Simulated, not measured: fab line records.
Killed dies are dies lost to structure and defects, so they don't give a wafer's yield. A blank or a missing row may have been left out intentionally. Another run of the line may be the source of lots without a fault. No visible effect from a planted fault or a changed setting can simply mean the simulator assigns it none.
fab line records / flow nand-harc / part 2 of 2: steps 24 to 30 of 30
record: lots: 5 wafers: 15 last-day: 23
route steps=1159 shown A_M0@1016 A_M1@1026
lots that met no fault: taken from a fault-free run of the same line
start-h: hours from the record's opening day to when the first of the lot's shown wafers began / wait-h: time in hours since the lot's previous step / " the same as in the row above / L1.1+2: a single row standing in for several wafers / - value missing, or start not given / * or withheld: withheld / < > ~ a bound
route shown NAME@n: a module of which the file shows steps, and the number in the route of the first / usual: average and standard deviation across the fault-free wafers / same: alike in all rows / chamber/n: place in a boat / sites: each site's reading / _std_site: standard deviation across them / _edge_site: mean of outer sites minus mean of inner sites / radius-mm: how far each site lies from the wafer's centre / mask NAME#n: copy n / behind: tool/chamber where the wafer was last shaped / hold: why the lot went on hold/how many hours it stayed there/how the hold came to an end / device: which transistor (n, p or np) failed to switch / end of line: tests of these same wafers at the route's end / for a step that has no rows: nothing shown but its recipe / killed: dies that structure and defects cost at the first sort, which is not the same as the wafer's yield / map: a wafer's dies, marking killed ones x, the rest . and places with no die _
set.NAME: the setting that was run; set.NAME@STEP: the one run at that earlier step / model.NAME: the simulator's own value behind a step, which no gauge read
lots seen at some steps along the route; tables by step, rows by wafer
services: when a tool's chamber went out of use (start-h, in hours from the record's first day, below 0 if earlier), for how many hours, and the reason
== steps ==
step: NHARC_A_M1_ETCH_35
recipe: target-depth-a: 400 overetch-a: 120 time-s: 43.94 ion-energy-ev: 200 n2-flow-sccm: 150 h2-flow-sccm: 150 ar-flow-sccm: 0 rf-w: 400 bias-w: 150 chemistry: N2/H2
usual: bias-w: 150.0/0.43 drypump-motor-current-A: 5.90/0.24 oes-product-au: 1.004/0.011 rf-vpp-V: 429.7/2.5 showerhead-plenum-p-Torr: 2.01/0.085 throttle-valve-pct: 14.172/0.0096
lot.wafer=L076.1 tool=rie-diel-09 chamber=0 start-h=406.27 wait-h=0.1 bias-w=150.1 drypump-motor-current-A=6.09 oes-product-au=1.009 rf-hours-counter-h=9 rf-vpp-V=431.4 showerhead-plenum-p-Torr=2.04 throttle-valve-pct=14.166
lot.wafer=L076.4 tool=rie-diel-09 chamber=2 start-h=406.27 wait-h=0.1 bias-w=150.2 drypump-motor-current-A=6.31 oes-product-au=1.006 rf-hours-counter-h=9 rf-vpp-V=426.2 showerhead-plenum-p-Torr=1.91 throttle-valve-pct=14.168
lot.wafer=L076.3 tool=rie-diel-09 chamber=3 start-h=406.27 wait-h=0.1 bias-w=149.4 drypump-motor-current-A=6.03 oes-product-au=0.994 rf-hours-counter-h=8 rf-vpp-V=427.3 showerhead-plenum-p-Torr=1.93 throttle-valve-pct=14.178
lot.wafer=L077.1 tool=rie-diel-09 chamber=0 start-h=406.99 wait-h=0.1 bias-w=149.9 drypump-motor-current-A=6.10 oes-product-au=1.010 rf-hours-counter-h=10 rf-vpp-V=430.5 showerhead-plenum-p-Torr=2.04 throttle-valve-pct=14.161
lot.wafer=L077.5 tool=rie-diel-09 chamber=2 start-h=406.99 wait-h=0.1 bias-w=149.6 drypump-motor-current-A=6.34 oes-product-au=1.015 rf-hours-counter-h=- rf-vpp-V=426.9 showerhead-plenum-p-Torr=1.91 throttle-valve-pct=14.178
lot.wafer=L077.6 tool=rie-diel-09 chamber=3 start-h=406.99 wait-h=0.1 bias-w=150.2 drypump-motor-current-A=5.95 oes-product-au=1.002 rf-hours-counter-h=- rf-vpp-V=426.4 showerhead-plenum-p-Torr=1.93 throttle-valve-pct=14.176
lot.wafer=L078.1 tool=rie-diel-09 chamber=2 start-h=408.82 wait-h=0.1 bias-w=150.1 drypump-motor-current-A=6.31 oes-product-au=1.004 rf-hours-counter-h=9 rf-vpp-V=426.8 showerhead-plenum-p-Torr=1.91 throttle-valve-pct=14.171
lot.wafer=L078.2 tool=rie-diel-09 chamber=0 start-h=408.82 wait-h=0.1 bias-w=150.2 drypump-motor-current-A=6.13 oes-product-au=0.997 rf-hours-counter-h=10 rf-vpp-V=431.2 showerhead-plenum-p-Torr=2.04 throttle-valve-pct=14.150
lot.wafer=L078.5 tool=rie-diel-09 chamber=2 start-h=408.82 wait-h=0.1 bias-w=150.3 drypump-motor-current-A=6.31 oes-product-au=0.999 rf-hours-counter-h=- rf-vpp-V=426.7 showerhead-plenum-p-Torr=1.91 throttle-valve-pct=14.163
lot.wafer=L074.2 tool=rie-diel-10 chamber=2 start-h=409.59 wait-h=0.1 bias-w=150.0 drypump-motor-current-A=5.94 oes-product-au=0.991 rf-hours-counter-h=3 rf-vpp-V=431.7 showerhead-plenum-p-Torr=2.12 throttle-valve-pct=14.172
lot.wafer=L074.5 tool=rie-diel-10 chamber=3 start-h=409.59 wait-h=0.1 bias-w=149.7 drypump-motor-current-A=5.87 oes-product-au=1.012 rf-hours-counter-h=- rf-vpp-V=426.3 showerhead-plenum-p-Torr=1.91 throttle-valve-pct=14.172
lot.wafer=L074.6 tool=rie-diel-10 chamber=0 start-h=409.59 wait-h=0.1 bias-w=150.1 drypump-motor-current-A=5.88 oes-product-au=0.982 rf-hours-counter-h=- rf-vpp-V=429.3 showerhead-plenum-p-Torr=2.02 throttle-valve-pct=14.169
lot.wafer=L093.4 tool=rie-diel-10 chamber=0 start-h=510.49 wait-h=0.1 bias-w=149.6 drypump-motor-current-A=5.89 oes-product-au=0.993 rf-hours-counter-h=12 rf-vpp-V=428.8 showerhead-plenum-p-Torr=2.01 throttle-valve-pct=14.174
lot.wafer=L093.2 tool=rie-diel-10 chamber=1 start-h=510.49 wait-h=0.1 bias-w=149.7 drypump-motor-current-A=5.36 oes-product-au=1.005 rf-hours-counter-h=12 rf-vpp-V=432.0 showerhead-plenum-p-Torr=2.09 throttle-valve-pct=14.178
lot.wafer=L093.5 tool=rie-diel-10 chamber=2 start-h=510.49 wait-h=0.1 bias-w=149.7 drypump-motor-current-A=5.94 oes-product-au=0.971 rf-hours-counter-h=- rf-vpp-V=433.3 showerhead-plenum-p-Torr=2.12 throttle-valve-pct=14.179
step: NHARC_A_M1_ETCH_15
recipe: target-depth-a: 1825 time-s: 91.2 c4f8-flow-sccm: withheld ar-flow-sccm: 400 rf-w: 600 bias-w: 300 chemistry: C4F8/Ar
usual: bias-w: 300.0/0.95 oes-product-au: 0.955/0.021 rf-vpp-V: 440.0/2.5
lot.wafer=L076.1 tool=rie-diel-09 chamber=0 start-h=- wait-h=- bias-w=299.4 oes-product-au=0.939 rf-hours-counter-h=9 rf-vpp-V=440.8
lot.wafer=L076.3 tool=rie-diel-09 chamber=2 start-h=- wait-h=- bias-w=300.0 oes-product-au=0.928 rf-hours-counter-h=9 rf-vpp-V=436.7
lot.wafer=L076.4 tool=rie-diel-09 chamber=3 start-h=- wait-h=- bias-w=298.9 oes-product-au=0.920 rf-hours-counter-h=8 rf-vpp-V=438.0
lot.wafer=L077.1 tool=rie-diel-09 chamber=0 start-h=- wait-h=- bias-w=298.8 oes-product-au=0.978 rf-hours-counter-h=10 rf-vpp-V=441.2
lot.wafer=L077.6 tool=rie-diel-09 chamber=2 start-h=- wait-h=- bias-w=300.0 oes-product-au=0.968 rf-hours-counter-h=- rf-vpp-V=435.5
lot.wafer=L077.5 tool=rie-diel-09 chamber=3 start-h=- wait-h=- bias-w=298.9 oes-product-au=0.953 rf-hours-counter-h=- rf-vpp-V=437.0
lot.wafer=L078.1 tool=rie-diel-09 chamber=3 start-h=- wait-h=- bias-w=299.9 oes-product-au=0.973 rf-hours-counter-h=8 rf-vpp-V=437.7
lot.wafer=L078.2 tool=rie-diel-09 chamber=1 start-h=- wait-h=- bias-w=298.6 oes-product-au=0.954 rf-hours-counter-h=10 rf-vpp-V=440.5
lot.wafer=L078.5 tool=rie-diel-09 chamber=3 start-h=- wait-h=- bias-w=298.7 oes-product-au=0.983 rf-hours-counter-h=- rf-vpp-V=437.7
lot.wafer=L074.2 tool=rie-diel-10 chamber=2 start-h=- wait-h=- bias-w=299.3 oes-product-au=0.957 rf-hours-counter-h=3 rf-vpp-V=444.1
lot.wafer=L074.5 tool=rie-diel-10 chamber=2 start-h=- wait-h=- bias-w=300.3 oes-product-au=0.960 rf-hours-counter-h=- rf-vpp-V=443.9
lot.wafer=L074.6 tool=rie-diel-10 chamber=3 start-h=- wait-h=- bias-w=300.4 oes-product-au=0.974 rf-hours-counter-h=- rf-vpp-V=437.6
lot.wafer=L093.2 tool=rie-diel-10 chamber=0 start-h=- wait-h=- bias-w=302.0 oes-product-au=0.932 rf-hours-counter-h=12 rf-vpp-V=439.0
lot.wafer=L093.4 tool=rie-diel-10 chamber=1 start-h=- wait-h=- bias-w=301.3 oes-product-au=0.949 rf-hours-counter-h=12 rf-vpp-V=443.6
lot.wafer=L093.5 tool=rie-diel-10 chamber=1 start-h=- wait-h=- bias-w=301.2 oes-product-au=0.959 rf-hours-counter-h=- rf-vpp-V=442.5
step: NHARC_A_M1_CD_MEAS_16
usual: cd-nm: 119.9/1.1
lot.wafer=L076.1 tool=cd-sem-03 chamber=- start-h=406.49 wait-h=- cd-nm=118.8
lot.wafer=L076.3 tool=cd-sem-03 chamber=- start-h=406.49 wait-h=- cd-nm=119.8
lot.wafer=L076.4 tool=cd-sem-03 chamber=- start-h=406.49 wait-h=- cd-nm=119.6
lot.wafer=L077.1 tool=cd-sem-03 chamber=- start-h=407.20 wait-h=- cd-nm=119.7
lot.wafer=L077.5 tool=cd-sem-03 chamber=- start-h=407.20 wait-h=- cd-nm=120.8
lot.wafer=L077.6 tool=cd-sem-03 chamber=- start-h=407.20 wait-h=- cd-nm=120.3
lot.wafer=L078.1 tool=cd-sem-02 chamber=- start-h=409.04 wait-h=- cd-nm=119.8
lot.wafer=L078.2 tool=cd-sem-02 chamber=- start-h=409.04 wait-h=- cd-nm=117.4
lot.wafer=L078.5 tool=cd-sem-02 chamber=- start-h=409.04 wait-h=- cd-nm=121.8
lot.wafer=L074.2 tool=cd-sem-03 chamber=- start-h=409.80 wait-h=- cd-nm=120.3
lot.wafer=L074.5 tool=cd-sem-03 chamber=- start-h=409.80 wait-h=- cd-nm=120.6
lot.wafer=L074.6 tool=cd-sem-03 chamber=- start-h=409.80 wait-h=- cd-nm=120.1
lot.wafer=L093.2 tool=cd-sem-02 chamber=- start-h=510.70 wait-h=- cd-nm=119.2
lot.wafer=L093.4 tool=cd-sem-02 chamber=- start-h=510.70 wait-h=- cd-nm=120.7
lot.wafer=L093.5 tool=cd-sem-02 chamber=- start-h=510.70 wait-h=- cd-nm=120.9
step: NHARC_A_M1_STRIP_18
recipe: power-w: 1000 n2-flow-sccm: 150 h2-flow-sccm: 150 ar-flow-sccm: 0 bias-w: 0 chemistry: N2/H2
usual: drypump-motor-current-A: 5.84/0.25 oes-product-au: 1.003/0.013 rf-vpp-V: 90.7/0.93 showerhead-plenum-p-Torr: 2.02/0.079 throttle-valve-pct: 14.171/0.0089
same: bias-w: 0
lot.wafer=L076.3 tool=rie-diel-10 chamber=0 start-h=406.59 wait-h=0.1 drypump-motor-current-A=5.85 oes-product-au=0.989 rf-hours-counter-h=3.4 rf-vpp-V=89.7 showerhead-plenum-p-Torr=2.02 throttle-valve-pct=14.169
lot.wafer=L076.1 tool=rie-diel-10 chamber=1 start-h=406.59 wait-h=0.1 drypump-motor-current-A=5.33 oes-product-au=1.019 rf-hours-counter-h=3.0 rf-vpp-V=91.5 showerhead-plenum-p-Torr=2.09 throttle-valve-pct=14.189
lot.wafer=L076.4 tool=rie-diel-10 chamber=2 start-h=406.59 wait-h=0.1 drypump-motor-current-A=5.94 oes-product-au=1.001 rf-hours-counter-h=2.8 rf-vpp-V=89.8 showerhead-plenum-p-Torr=2.12 throttle-valve-pct=14.187
lot.wafer=L077.1 tool=rie-diel-10 chamber=0 start-h=407.30 wait-h=0.1 drypump-motor-current-A=5.88 oes-product-au=0.975 rf-hours-counter-h=3.5 rf-vpp-V=91.5 showerhead-plenum-p-Torr=2.02 throttle-valve-pct=14.171
lot.wafer=L077.6 tool=rie-diel-10 chamber=3 start-h=407.30 wait-h=0.1 drypump-motor-current-A=5.86 oes-product-au=1.000 rf-hours-counter-h=- rf-vpp-V=90.0 showerhead-plenum-p-Torr=1.91 throttle-valve-pct=14.162
lot.wafer=L077.5 tool=rie-diel-10 chamber=0 start-h=407.30 wait-h=0.1 drypump-motor-current-A=5.88 oes-product-au=0.982 rf-hours-counter-h=- rf-vpp-V=89.7 showerhead-plenum-p-Torr=2.02 throttle-valve-pct=14.174
lot.wafer=L078.2 tool=rie-diel-09 chamber=2 start-h=409.14 wait-h=0.1 drypump-motor-current-A=6.32 oes-product-au=1.010 rf-hours-counter-h=9.3 rf-vpp-V=90.7 showerhead-plenum-p-Torr=1.91 throttle-valve-pct=14.166
lot.wafer=L078.1 tool=rie-diel-09 chamber=3 start-h=409.14 wait-h=0.1 drypump-motor-current-A=6.02 oes-product-au=0.999 rf-hours-counter-h=8.3 rf-vpp-V=90.3 showerhead-plenum-p-Torr=1.93 throttle-valve-pct=14.184
lot.wafer=L078.5 tool=rie-diel-09 chamber=2 start-h=409.14 wait-h=0.1 drypump-motor-current-A=6.30 oes-product-au=1.006 rf-hours-counter-h=- rf-vpp-V=88.5 showerhead-plenum-p-Torr=1.91 throttle-valve-pct=14.179
lot.wafer=L074.2 tool=rie-diel-10 chamber=1 start-h=410.01 wait-h=0.2 drypump-motor-current-A=5.37 oes-product-au=1.012 rf-hours-counter-h=3.4 rf-vpp-V=91.2 showerhead-plenum-p-Torr=2.09 throttle-valve-pct=14.159
lot.wafer=L074.6 tool=rie-diel-10 chamber=1 start-h=410.01 wait-h=0.2 drypump-motor-current-A=5.38 oes-product-au=1.003 rf-hours-counter-h=- rf-vpp-V=90.5 showerhead-plenum-p-Torr=2.09 throttle-valve-pct=14.184
lot.wafer=L074.5 tool=rie-diel-10 chamber=2 start-h=410.01 wait-h=0.2 drypump-motor-current-A=5.96 oes-product-au=0.989 rf-hours-counter-h=- rf-vpp-V=91.7 showerhead-plenum-p-Torr=2.12 throttle-valve-pct=14.181
lot.wafer=L093.4 tool=rie-diel-07 chamber=1 start-h=510.80 wait-h=0.1 drypump-motor-current-A=5.72 oes-product-au=1.015 rf-hours-counter-h=2.6 rf-vpp-V=91.9 showerhead-plenum-p-Torr=2.07 throttle-valve-pct=14.165
lot.wafer=L093.2 tool=rie-diel-07 chamber=3 start-h=510.80 wait-h=0.1 drypump-motor-current-A=5.73 oes-product-au=1.001 rf-hours-counter-h=2.6 rf-vpp-V=91.9 showerhead-plenum-p-Torr=1.98 throttle-valve-pct=14.163
lot.wafer=L093.5 tool=rie-diel-07 chamber=0 start-h=510.80 wait-h=0.1 drypump-motor-current-A=6.09 oes-product-au=1.006 rf-hours-counter-h=- rf-vpp-V=91.1 showerhead-plenum-p-Torr=2.16 throttle-valve-pct=14.161
step: NHARC_A_M1_ETCH_28
recipe: target-depth-a: 300 over-etch-frac: 0.3 time-s: 72.99 ion-energy-ev: 150 cf4-flow-sccm: 50 n2-flow-sccm: 100 ar-flow-sccm: 150 rf-w: 300 bias-w: 100 chemistry: CF4/N2
usual: bias-w: 100.03/0.28 cf4-flow-sccm: 49.99/0.16 drypump-motor-current-A: 5.83/0.25 oes-product-au: 1.003/0.011 rf-vpp-V: 314.0/1.7 showerhead-plenum-p-Torr: 2.61/0.094 throttle-valve-pct: 19.793/0.0084
lot.wafer=L076.1 tool=rie-diel-10 chamber=0 start-h=- wait-h=- bias-w=99.87 cf4-flow-sccm=50.11 drypump-motor-current-A=5.88 oes-product-au=0.979 rf-hours-counter-h=3.5 rf-vpp-V=312.4 showerhead-plenum-p-Torr=2.60 throttle-valve-pct=19.797
lot.wafer=L076.4 tool=rie-diel-10 chamber=1 start-h=- wait-h=- bias-w=100.38 cf4-flow-sccm=50.32 drypump-motor-current-A=5.35 oes-product-au=1.013 rf-hours-counter-h=3.0 rf-vpp-V=314.8 showerhead-plenum-p-Torr=2.68 throttle-valve-pct=19.788
lot.wafer=L076.3 tool=rie-diel-10 chamber=2 start-h=- wait-h=- bias-w=99.68 cf4-flow-sccm=50.04 drypump-motor-current-A=5.92 oes-product-au=1.005 rf-hours-counter-h=2.9 rf-vpp-V=316.3 showerhead-plenum-p-Torr=2.72 throttle-valve-pct=19.804
lot.wafer=L077.1 tool=rie-diel-10 chamber=2 start-h=- wait-h=- bias-w=99.65 cf4-flow-sccm=50.32 drypump-motor-current-A=5.92 oes-product-au=0.993 rf-hours-counter-h=2.9 rf-vpp-V=316.1 showerhead-plenum-p-Torr=2.72 throttle-valve-pct=19.788
lot.wafer=L077.5 tool=rie-diel-10 chamber=0 start-h=- wait-h=- bias-w=100.48 cf4-flow-sccm=50.11 drypump-motor-current-A=5.86 oes-product-au=0.996 rf-hours-counter-h=- rf-vpp-V=314.0 showerhead-plenum-p-Torr=2.60 throttle-valve-pct=19.802
lot.wafer=L077.6 tool=rie-diel-10 chamber=1 start-h=- wait-h=- bias-w=99.62 cf4-flow-sccm=50.10 drypump-motor-current-A=5.34 oes-product-au=1.014 rf-hours-counter-h=- rf-vpp-V=314.2 showerhead-plenum-p-Torr=2.69 throttle-valve-pct=19.795
lot.wafer=L078.1 tool=rie-diel-09 chamber=3 start-h=- wait-h=- bias-w=99.97 cf4-flow-sccm=50.09 drypump-motor-current-A=6.01 oes-product-au=0.988 rf-hours-counter-h=8.4 rf-vpp-V=311.1 showerhead-plenum-p-Torr=2.49 throttle-valve-pct=19.784
lot.wafer=L078.2 tool=rie-diel-09 chamber=0 start-h=- wait-h=- bias-w=99.87 cf4-flow-sccm=49.88 drypump-motor-current-A=6.06 oes-product-au=1.009 rf-hours-counter-h=9.7 rf-vpp-V=314.6 showerhead-plenum-p-Torr=2.63 throttle-valve-pct=19.772
lot.wafer=L078.5 tool=rie-diel-09 chamber=0 start-h=- wait-h=- bias-w=100.14 cf4-flow-sccm=49.95 drypump-motor-current-A=6.07 oes-product-au=1.005 rf-hours-counter-h=- rf-vpp-V=314.1 showerhead-plenum-p-Torr=2.63 throttle-valve-pct=19.800
lot.wafer=L074.2 tool=rie-diel-10 chamber=1 start-h=- wait-h=- bias-w=100.34 cf4-flow-sccm=50.05 drypump-motor-current-A=5.34 oes-product-au=1.001 rf-hours-counter-h=3.5 rf-vpp-V=314.4 showerhead-plenum-p-Torr=2.68 throttle-valve-pct=19.762
lot.wafer=L074.5 tool=rie-diel-10 chamber=1 start-h=- wait-h=- bias-w=99.98 cf4-flow-sccm=49.79 drypump-motor-current-A=5.37 oes-product-au=1.001 rf-hours-counter-h=- rf-vpp-V=316.0 showerhead-plenum-p-Torr=2.69 throttle-valve-pct=19.790
lot.wafer=L074.6 tool=rie-diel-10 chamber=2 start-h=- wait-h=- bias-w=99.89 cf4-flow-sccm=49.83 drypump-motor-current-A=5.94 oes-product-au=0.991 rf-hours-counter-h=- rf-vpp-V=314.2 showerhead-plenum-p-Torr=2.72 throttle-valve-pct=19.786
lot.wafer=L093.2 tool=rie-diel-07 chamber=1 start-h=- wait-h=- bias-w=100.75 cf4-flow-sccm=50.10 drypump-motor-current-A=5.72 oes-product-au=1.011 rf-hours-counter-h=2.7 rf-vpp-V=315.0 showerhead-plenum-p-Torr=2.66 throttle-valve-pct=19.792
lot.wafer=L093.4 tool=rie-diel-07 chamber=0 start-h=- wait-h=- bias-w=100.33 cf4-flow-sccm=50.06 drypump-motor-current-A=6.10 oes-product-au=1.011 rf-hours-counter-h=2.6 rf-vpp-V=316.2 showerhead-plenum-p-Torr=2.77 throttle-valve-pct=19.785
lot.wafer=L093.5 tool=rie-diel-07 chamber=1 start-h=- wait-h=- bias-w=100.80 cf4-flow-sccm=49.99 drypump-motor-current-A=5.72 oes-product-au=1.012 rf-hours-counter-h=- rf-vpp-V=314.4 showerhead-plenum-p-Torr=2.66 throttle-valve-pct=19.811
step: NHARC_A_M1_STRIP_19
recipe: time-s: 600 temp-c: 30 chemistry: post-etch-residue-remover
lot.wafer=L076.1+4+3 tool=wet-bench-10 chamber=4,5,6 start-h=406.97 wait-h=-
lot.wafer=L077.1+5+6 tool=wet-bench-10 chamber=2,3,5 start-h=407.66 wait-h=-
lot.wafer=L078.5+2+1 tool=wet-bench-10 chamber=0,3,5 start-h=409.49 wait-h=-
lot.wafer=L074.2+5+6 tool=wet-bench-10 chamber=6,0,1 start-h=410.38 wait-h=-
lot.wafer=L093.4+2+5 tool=wet-bench-08 chamber=5,0,1 start-h=511.15 wait-h=-
step: NHARC_A_M1_DEGAS_29
recipe: temp-c: 250 time-s: 60
usual: heater-power-w: 307/23 susceptor-temp-C: 249.98/0.16
lot.wafer=L076.3 tool=pvd-sputter-01 chamber=- start-h=407.22 wait-h=- heater-power-w=295 susceptor-temp-C=249.87
lot.wafer=L076.4 tool=pvd-sputter-01 chamber=- start-h=407.22 wait-h=- heater-power-w=290 susceptor-temp-C=250.11
lot.wafer=L076.1 tool=pvd-sputter-01 chamber=- start-h=407.22 wait-h=- heater-power-w=291 susceptor-temp-C=249.74
lot.wafer=L077.1 tool=pvd-sputter-02 chamber=- start-h=407.95 wait-h=- heater-power-w=294 susceptor-temp-C=250.11
lot.wafer=L077.6 tool=pvd-sputter-02 chamber=- start-h=407.95 wait-h=- heater-power-w=327 susceptor-temp-C=250.09
lot.wafer=L077.5 tool=pvd-sputter-02 chamber=- start-h=407.95 wait-h=- heater-power-w=312 susceptor-temp-C=249.81
lot.wafer=L078.2 tool=pvd-sputter-01 chamber=- start-h=409.77 wait-h=- heater-power-w=305 susceptor-temp-C=249.81
lot.wafer=L078.1 tool=pvd-sputter-01 chamber=- start-h=409.77 wait-h=- heater-power-w=288 susceptor-temp-C=249.97
lot.wafer=L078.5 tool=pvd-sputter-01 chamber=- start-h=409.77 wait-h=- heater-power-w=298 susceptor-temp-C=250.25
lot.wafer=L074.2 tool=pvd-sputter-01 chamber=- start-h=410.66 wait-h=- heater-power-w=294 susceptor-temp-C=249.94
lot.wafer=L074.6 tool=pvd-sputter-01 chamber=- start-h=410.66 wait-h=- heater-power-w=287 susceptor-temp-C=250.12
lot.wafer=L074.5 tool=pvd-sputter-01 chamber=- start-h=410.66 wait-h=- heater-power-w=287 susceptor-temp-C=250.10
lot.wafer=L093.4 tool=pvd-sputter-03 chamber=- start-h=511.42 wait-h=- heater-power-w=337 susceptor-temp-C=250.32
lot.wafer=L093.2 tool=pvd-sputter-03 chamber=- start-h=511.42 wait-h=- heater-power-w=260 susceptor-temp-C=249.82
lot.wafer=L093.5 tool=pvd-sputter-03 chamber=- start-h=511.42 wait-h=- heater-power-w=328 susceptor-temp-C=250.15
== services ==
tool=rie-diel-10 chamber=2 start-h=383.31 hours=1.8 kind=repair
tool=rie-diel-09 chamber=3 start-h=387.13 hours=3.0 kind=repair
tool=pvd-sputter-02 chamber=- start-h=392.00 hours=10.0 kind=pm
tool=cmp-04 chamber=- start-h=399.10 hours=4.0 kind=pm
tool=rie-diel-07 chamber=- start-h=405.20 hours=9.0 kind=pm
tool=wet-bench-08 chamber=- start-h=406.41 hours=8.0 kind=pm
tool=rie-diel-10 chamber=2 start-h=414.26 hours=6.5 kind=repair
tool=pecvd-01 chamber=- start-h=418.44 hours=13.0 kind=pm
tool=wet-bench-10 chamber=- start-h=423.20 hours=8.0 kind=pm
tool=wet-bench-08 chamber=- start-h=425.26 hours=6.9 kind=repair
tool=rie-diel-09 chamber=- start-h=431.10 hours=9.0 kind=pm
tool=cmp-04 chamber=- start-h=437.06 hours=1.0 kind=repair
tool=rie-diel-10 chamber=2 start-h=438.72 hours=26.1 kind=repair
tool=litho-track-01 chamber=- start-h=443.00 hours=7.0 kind=pm
tool=cmp-04 chamber=- start-h=450.74 hours=3.6 kind=repair
tool=pvd-sputter-03 chamber=- start-h=458.00 hours=10.0 kind=pm
tool=pecvd-04 chamber=2 start-h=460.88 hours=4.9 kind=repair
tool=pecvd-01 chamber=2 start-h=466.49 hours=4.1 kind=repair
tool=litho-track-06 chamber=- start-h=467.00 hours=7.0 kind=pm
tool=pecvd-01 chamber=- start-h=470.73 hours=0.7 kind=repair
tool=rie-diel-10 chamber=- start-h=486.32 hours=0.4 kind=repair
tool=litho-track-04 chamber=- start-h=491.00 hours=7.0 kind=pm
tool=cmp-04 chamber=- start-h=497.10 hours=4.0 kind=pm
tool=pvd-sputter-01 chamber=- start-h=497.49 hours=2.8 kind=repair
